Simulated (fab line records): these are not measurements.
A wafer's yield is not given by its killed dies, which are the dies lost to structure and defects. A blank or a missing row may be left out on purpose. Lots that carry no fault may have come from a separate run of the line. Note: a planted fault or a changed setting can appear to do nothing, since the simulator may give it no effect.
Chamber matching    flow nand harc    NHARC_A_M0_CMP_23 on cmp-02 has 4 sister chambers
The step polishes, t overpolish 20 s, target thk 113.75 nm. 16 wafers are shown with their chamber, then 8 later ones without.

WAFERS, EACH WITH ITS CHAMBER
wafer   chamber  motor current A (A)  time to endpoint s (s)  retaining ring pressure frac
L075.1  1        11.9                 33                      1.008
L075.2  2        11.0                 34                      0.993
L075.3  0        11.0                 31                      1.002
L076.2  2        10.7                 31                      0.997
L076.3  1        12.7                 29                      1.010
L076.6  2        10.7                 33                      0.999
L077.1  0        10.9                 26                      1.001
L077.2  2        11.2                 31                      1.008
L077.3  1        12.5                 29                      0.993
L079.3  1        12.5                 27                      1.003
L079.4  3        11.9                 37                      0.996
L079.6  3        11.8                 32                      1.004
L084.3  2        10.7                 29                      0.997
L084.4  0        10.6                 27                      1.004
L084.5  1        12.2                 27                      1.000
L087.1  3        12.1                 34                      0.999

SIGNATURES (means of the wafers above)
reading                       chamber 0  chamber 1  chamber 2  chamber 3  scatter within a chamber
motor current A               10.833     12.360     10.860     11.933     0.248
time to endpoint s            28.00      29.00      31.60      34.33      2.34
retaining ring pressure frac  1.00233    1.00280    0.99880    0.99967    0.00536
Rule: distance of a wafer from a chamber = root of the sum over the readings of ((wafer's reading minus chamber's mean) / reading's scatter) squared. The wafer belongs to the nearest chamber; if the next one is less than 2 further off, it can't be placed. The scatter is the square root of a quotient: the sum, over the shown wafers, of each reading's squared deviation from its chamber's mean, divided by wafers minus chambers.

WAFERS WITHOUT THEIR CHAMBER
wafer   motor current A (A)  time to endpoint s (s)  retaining ring pressure frac
L087.5  12.1                 27                      1.003
L087.6  10.7                 28                      0.999
L088.1  11.8                 31                      1.001
L088.2  12.4                 24                      0.999
L088.4  11.6                 29                      1.008
L093.1  12.5                 32                      0.997
L093.2  11.7                 28                      1.006
L093.3  13.1                 25                      1.001

EACH ONE'S CHAMBER
wafer   from the rows above                in truth
L087.5  can't be placed: 1 or 3            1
L087.6  can't be placed: 0 or 2            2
L088.1  can't be placed: 3 or 1            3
L088.2  1                                  1
L088.4  can't be placed: 3 or 1 or 0 or 2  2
L093.1  can't be placed: 1 or 3            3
L093.2  can't be placed: 1 or 3 or 0 or 2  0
L093.3  1                                  1
Placed correctly: 2 of 8. Not placeable from these rows: 6 (in 6, the candidates include the true chamber). Placed wrongly: 0.
